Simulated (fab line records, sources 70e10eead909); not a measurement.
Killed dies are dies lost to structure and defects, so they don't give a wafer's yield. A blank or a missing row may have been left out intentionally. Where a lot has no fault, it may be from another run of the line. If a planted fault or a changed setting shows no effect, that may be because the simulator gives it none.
Chamber matching | flow nand-harc | NHARC_A_SGD_CUT_DEP_00 on pecvd-02: 3 sister chambers
The step deposits SiNx, target thk 50 nm. 3 wafers are shown with their chamber, then 7 later ones without.

## WAFERS PAIRED WITH THEIR CHAMBERS
wafer  | chamber | heater-power-w (W)
L721.4 | 1       | 789
L728.1 | 0       | 602
L728.2 | 2       | 534

## WAFERS MISSING THEIR CHAMBER
wafer  | heater-power-w (W)
L728.5 | 538
L736.2 | 576
L736.3 | 817
L736.4 | 579
L738.1 | 753
L738.5 | 613
L738.6 | 775

## WHICH CHAMBER EACH ONE RAN IN
wafer  | from the rows above     | in truth
L728.5 | 2                       | 2
L736.2 | can't be placed: 0 or 2 | 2
L736.3 | 1                       | 1
L736.4 | can't be placed: 0 or 2 | 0
L738.1 | 1                       | 1
L738.5 | 0                       | 0
L738.6 | 1                       | 1
Correct placement for 5 of the 7. Can't be placed from these rows: 2 (the true chamber is among the candidates in 2). Number placed wrongly: 0.
How it was worked out, from the rows above alone: a wafer's distance from a chamber is the root of the sum, over the readings, of the square of ((its reading less the chamber's mean) divided by the reading's scatter). The wafer belongs to the nearest chamber; if the next one is less than 2 further off, it can't be placed. A chamber's mean is the mean of its shown wafers. The scatter: with one shown wafer a chamber, the root of the mean of the squares of how far each hidden wafer lies from its nearest shown one.
